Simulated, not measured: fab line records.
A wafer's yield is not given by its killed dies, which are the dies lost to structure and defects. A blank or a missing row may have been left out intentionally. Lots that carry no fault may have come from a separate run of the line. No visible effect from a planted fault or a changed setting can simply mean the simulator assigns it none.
Matching of chambers -- flow nand_harc -- ald_hk-02 running NHARC_A_CHANNEL_FILL_D1_ALD_25: 4 sister chambers
The step deposits SiOx, target thk 60 nm, pulse time 10 s, ald cycles 600. 16 wafers are shown with their chamber, then 8 later ones without.

== WAFERS WITH THEIR CHAMBER ==
wafer,chamber,heater_power_w (W),precursor_pulse_height_rel,susceptor_temp_C (C)
L075.2,3,480,0.999,299.83
L075.3,0,482,0.975,300.13
L075.6,2,463,1.023,299.90
L077.1,1,439,1.027,299.80
L077.5,2,471,1.010,300.12
L077.6,1,436,0.997,299.67
L079.1,2,465,1.007,300.01
L079.4,1,439,1.019,300.43
L079.6,2,469,0.990,299.78
L081.1,1,442,0.958,299.99
L081.3,2,467,0.997,299.82
L081.4,0,486,0.980,299.79
L092.1,0,495,1.004,300.25
L092.5,1,421,1.006,300.22
L092.6,2,480,1.016,299.89
L095.1,3,486,0.979,299.94

SIGNATURES (means of the wafers above)
reading,chamber 0,chamber 1,chamber 2,chamber 3,scatter within a chamber
heater_power_w,487.67,435.40,469.17,483.00,6.86
precursor_pulse_height_rel,0.98633,1.00140,1.00717,0.98900,0.0189
susceptor_temp_C,300.0567,300.0220,299.9200,299.8850,0.22
Rule: a wafer lies at a distance from a chamber equal to the root of the sum of squares, over the readings, of (its reading less the chamber's mean, divided by the reading's scatter). If the next closest chamber is less than 2 further off than the closest, the wafer can't be placed; otherwise it belongs to the closest. The scatter: take each reading less its chamber's mean, square it, sum over the shown wafers, divide by the number of wafers less the number of chambers, and take the root.

== WAFERS WITHOUT THEIR CHAMBER ==
wafer,heater_power_w (W),precursor_pulse_height_rel,susceptor_temp_C (C)
L095.2,475,0.992,300.10
L095.6,487,0.995,300.05
L096.2,422,1.016,300.23
L096.4,480,0.996,299.89
L096.5,457,0.999,300.12
L097.1,484,1.024,299.99
L097.3,497,1.025,299.91
L097.6,479,1.001,300.06

== WHICH CHAMBER EACH WENT THROUGH ==
wafer,from the rows above,in truth
L095.2,can't be placed: 2 or 3 or 0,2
L095.6,can't be placed: 0 or 3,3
L096.2,1,1
L096.4,can't be placed: 3 or 0 or 2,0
L096.5,can't be placed: 2 or 1 or 3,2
L097.1,can't be placed: 3 or 0 or 2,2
L097.3,can't be placed: 0 or 3 or 2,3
L097.6,can't be placed: 3 or 0 or 2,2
1 of 8 placed correctly. Unplaceable from these rows: 7, with the true chamber sitting among the candidates in 7. Number placed wrongly: 0.
